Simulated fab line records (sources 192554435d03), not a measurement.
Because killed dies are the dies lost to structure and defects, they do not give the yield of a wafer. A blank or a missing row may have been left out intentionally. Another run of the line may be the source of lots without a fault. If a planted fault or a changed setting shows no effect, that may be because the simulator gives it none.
Matching of chambers / flow n5Finfet / N5_BEOL_M14_ETCH_59 on rieDiel-01: 4 sister chambers
The step etches BARC in N2/H2, target depth 89 nm, overetch 26.7 nm, time 67.9 s. 18 wafers are shown with their chamber, then 9 later ones without.

## WAFERS PAIRED WITH THEIR CHAMBERS
wafer=L076.2; chamber=2; throttleValvePct (%)=18.50; showerheadPlenumPTorr (Torr)=2.52; drypumpMotorCurrentA (A)=5.66
wafer=L076.4; chamber=0; throttleValvePct (%)=17.92; showerheadPlenumPTorr (Torr)=2.44; drypumpMotorCurrentA (A)=5.76
wafer=L076.6; chamber=3; throttleValvePct (%)=17.57; showerheadPlenumPTorr (Torr)=2.49; drypumpMotorCurrentA (A)=5.87
wafer=L078.2; chamber=1; throttleValvePct (%)=18.06; showerheadPlenumPTorr (Torr)=2.65; drypumpMotorCurrentA (A)=5.56
wafer=L078.4; chamber=3; throttleValvePct (%)=17.59; showerheadPlenumPTorr (Torr)=2.48; drypumpMotorCurrentA (A)=5.91
wafer=L078.5; chamber=3; throttleValvePct (%)=17.57; showerheadPlenumPTorr (Torr)=2.48; drypumpMotorCurrentA (A)=5.88
wafer=L082.3; chamber=2; throttleValvePct (%)=18.53; showerheadPlenumPTorr (Torr)=2.52; drypumpMotorCurrentA (A)=5.66
wafer=L082.4; chamber=1; throttleValvePct (%)=18.06; showerheadPlenumPTorr (Torr)=2.65; drypumpMotorCurrentA (A)=5.60
wafer=L082.6; chamber=3; throttleValvePct (%)=17.61; showerheadPlenumPTorr (Torr)=2.48; drypumpMotorCurrentA (A)=5.85
wafer=L083.2; chamber=0; throttleValvePct (%)=17.94; showerheadPlenumPTorr (Torr)=2.43; drypumpMotorCurrentA (A)=5.76
wafer=L083.3; chamber=3; throttleValvePct (%)=17.61; showerheadPlenumPTorr (Torr)=2.48; drypumpMotorCurrentA (A)=5.86
wafer=L083.6; chamber=1; throttleValvePct (%)=18.08; showerheadPlenumPTorr (Torr)=2.64; drypumpMotorCurrentA (A)=5.55
wafer=L084.1; chamber=1; throttleValvePct (%)=18.06; showerheadPlenumPTorr (Torr)=2.64; drypumpMotorCurrentA (A)=5.58
wafer=L084.4; chamber=0; throttleValvePct (%)=17.95; showerheadPlenumPTorr (Torr)=2.43; drypumpMotorCurrentA (A)=5.74
wafer=L084.5; chamber=1; throttleValvePct (%)=18.07; showerheadPlenumPTorr (Torr)=2.64; drypumpMotorCurrentA (A)=5.55
wafer=L085.2; chamber=3; throttleValvePct (%)=17.63; showerheadPlenumPTorr (Torr)=2.47; drypumpMotorCurrentA (A)=5.86
wafer=L085.3; chamber=0; throttleValvePct (%)=17.96; showerheadPlenumPTorr (Torr)=2.43; drypumpMotorCurrentA (A)=5.75
wafer=L085.4; chamber=2; throttleValvePct (%)=18.52; showerheadPlenumPTorr (Torr)=2.51; drypumpMotorCurrentA (A)=5.65

SIGNATURES, as means of the wafers listed above
reading=throttleValvePct; chamber 0=17.9425; chamber 1=18.0660; chamber 2=18.5167; chamber 3=17.5967; scatter within a chamber=0.0181
reading=showerheadPlenumPTorr; chamber 0=2.4325; chamber 1=2.6440; chamber 2=2.5167; chamber 3=2.4800; scatter within a chamber=0.00574
reading=drypumpMotorCurrentA; chamber 0=5.7525; chamber 1=5.5680; chamber 2=5.6567; chamber 3=5.8717; scatter within a chamber=0.0179
Rule: a wafer lies at a distance from a chamber equal to the root of the sum of squares, over the readings, of (its reading less the chamber's mean, divided by the reading's scatter). If the next closest chamber is less than 2 further off than the closest, the wafer can't be placed; otherwise it belongs to the closest. The scatter: the root of (the sum of the squares of (reading less its chamber's mean) over the shown wafers, divided by (wafers less chambers)).

## WAFERS WITHOUT THEIR CHAMBER
wafer=L089.1; throttleValvePct (%)=17.96; showerheadPlenumPTorr (Torr)=2.43; drypumpMotorCurrentA (A)=5.76
wafer=L089.2; throttleValvePct (%)=17.62; showerheadPlenumPTorr (Torr)=2.47; drypumpMotorCurrentA (A)=5.87
wafer=L089.4; throttleValvePct (%)=17.97; showerheadPlenumPTorr (Torr)=2.43; drypumpMotorCurrentA (A)=5.74
wafer=L087.1; throttleValvePct (%)=17.97; showerheadPlenumPTorr (Torr)=2.43; drypumpMotorCurrentA (A)=5.75
wafer=L087.2; throttleValvePct (%)=18.09; showerheadPlenumPTorr (Torr)=2.64; drypumpMotorCurrentA (A)=5.54
wafer=L087.6; throttleValvePct (%)=18.10; showerheadPlenumPTorr (Torr)=2.64; drypumpMotorCurrentA (A)=5.53
wafer=L091.3; throttleValvePct (%)=17.98; showerheadPlenumPTorr (Torr)=2.43; drypumpMotorCurrentA (A)=5.71
wafer=L091.4; throttleValvePct (%)=17.99; showerheadPlenumPTorr (Torr)=2.43; drypumpMotorCurrentA (A)=5.71
wafer=L091.5; throttleValvePct (%)=18.10; showerheadPlenumPTorr (Torr)=2.64; drypumpMotorCurrentA (A)=5.56

## THE CHAMBER EACH PASSED THROUGH
wafer=L089.1; from the rows above=0; in truth=0
wafer=L089.2; from the rows above=3; in truth=3
wafer=L089.4; from the rows above=0; in truth=0
wafer=L087.1; from the rows above=0; in truth=0
wafer=L087.2; from the rows above=1; in truth=1
wafer=L087.6; from the rows above=1; in truth=1
wafer=L091.3; from the rows above=0; in truth=0
wafer=L091.4; from the rows above=0; in truth=0
wafer=L091.5; from the rows above=1; in truth=1
Correct placement for 9 of the 9. Can't be placed from these rows: 0. Placed wrongly: 0.
